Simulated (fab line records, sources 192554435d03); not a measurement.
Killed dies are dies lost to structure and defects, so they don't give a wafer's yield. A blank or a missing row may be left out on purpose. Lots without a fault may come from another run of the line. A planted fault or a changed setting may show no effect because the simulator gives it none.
Which tool did it? | flow n5_finfet | 6 lots, 18 wafers sampled, at 2 steps of a route of 1938

WHAT THE GAUGES READ, wafer by wafer
N5_DUMMY_GATE_INSPECT_27: inspects for defects (brightfield).
lot  | measured    | on                | raw_defect_count
L989 | day 3 08:49 | defect_inspect-02 | 307 244 211
L991 | day 3 19:20 | defect_inspect-02 | 348 269 287
L994 | day 4 12:22 | defect_inspect-02 | 291 317 394
L997 | day 5 04:54 | defect_inspect-02 | 217 226 235
L101 | day 6 05:23 | defect_inspect-01 | 272 221 211
L107 | day 7 20:29 | defect_inspect-02 | 292 305 345

WHICH TOOL RAN EACH LOT (tool, then ch and the chambers of the sampled wafers, then the start)
lot  | N5_DUMMY_GATE_TRIM_49
L989 | rie_si-01 ch 0,1, day 3 07:53
L991 | rie_si-01 ch 1,2,3, day 3 18:19
L994 | rie_si-06 ch 0,1,3, day 4 11:26
L997 | rie_si-03 ch 1,2, day 5 03:55
L101 | rie_si-03 ch 2,3, day 6 04:27
L107 | rie_si-01 ch 1,2,3, day 7 19:33
- N5_DUMMY_GATE_TRIM_49: chemistry O2, time 29 s, target cd 14 nm.

THE ANSWER, worked out from the rows above alone
Rule: what is usual is taken from the lots themselves. Put in order of their means at a reading, lots are off if they are a third of the lots or fewer, leave a main group of 4 or more, and stand apart from it by a gap of 3 or more times the standard deviation of the main group's means; of several such gaps the widest counts. A main group whose means are all the same, to the digits that the tables above print for the reading, isn't used. A lot without any number at a reading at which 4 lots or more have one is off too. The other lots that the step has rows for count as sound.
No lot is off at any reading shown: from this, nothing can be told.

WHAT THE SIMULATOR HAD PUT IN
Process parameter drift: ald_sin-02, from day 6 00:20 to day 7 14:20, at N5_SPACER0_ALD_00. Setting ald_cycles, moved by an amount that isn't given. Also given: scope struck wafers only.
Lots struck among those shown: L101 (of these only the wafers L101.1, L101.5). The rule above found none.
